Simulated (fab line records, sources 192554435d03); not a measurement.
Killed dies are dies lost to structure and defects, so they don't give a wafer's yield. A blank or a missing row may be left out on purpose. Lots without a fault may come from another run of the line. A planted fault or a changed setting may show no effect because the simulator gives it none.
Chamber matching | flow n5_finfet | N5_BEOL_M2_STRIP_19 on rie_diel-06: 4 sister chambers
The step strips in O2. 8 wafers are shown with their chamber, then 10 later ones without.

WAFERS WITH THEIR CHAMBER
wafer  | chamber | showerhead_plenum_p_Torr (Torr) | drypump_motor_current_A (A)
L083.6 | 0       | 2.14                            | 5.2
L084.5 | 0       | 2.14                            | 5.2
L085.2 | 2       | 2.10                            | 5.8
L085.6 | 1       | 2.24                            | 6.3
L088.2 | 1       | 2.24                            | 6.4
L088.6 | 3       | 2.06                            | 5.0
L090.2 | 2       | 2.10                            | 5.8
L090.3 | 3       | 2.05                            | 5.1

WAFERS WITHOUT THEIR CHAMBER
wafer  | showerhead_plenum_p_Torr (Torr) | drypump_motor_current_A (A)
L090.5 | 2.10                            | 5.8
L091.3 | 2.14                            | 5.2
L091.4 | 2.05                            | 5.1
L091.6 | 2.24                            | 6.4
L095.1 | 2.09                            | 5.8
L095.2 | 2.05                            | 5.1
L095.3 | 2.23                            | 6.4
L097.1 | 2.13                            | 5.2
L097.3 | 2.09                            | 5.8
L097.4 | 2.05                            | 5.1

WHICH CHAMBER EACH WENT THROUGH
wafer  | from the rows above | in truth
L090.5 | 2                   | 2
L091.3 | 0                   | 0
L091.4 | 3                   | 3
L091.6 | 1                   | 1
L095.1 | 2                   | 2
L095.2 | 3                   | 3
L095.3 | 1                   | 1
L097.1 | 0                   | 0
L097.3 | 2                   | 2
L097.4 | 3                   | 3
Placed correctly: 10 of 10. Can't be placed from these rows: 0. Placed wrongly: 0.
How it was worked out, from the rows above alone: a wafer's distance from a chamber is the root of the sum, over the readings, of the square of ((its reading less the chamber's mean) divided by the reading's scatter). The wafer belongs to the nearest chamber; if the next one is less than 2 further off, it can't be placed. A chamber's mean is the mean of its shown wafers. The scatter: the root of (the sum of the squares of (reading less its chamber's mean) over the shown wafers, divided by (wafers less chambers)).
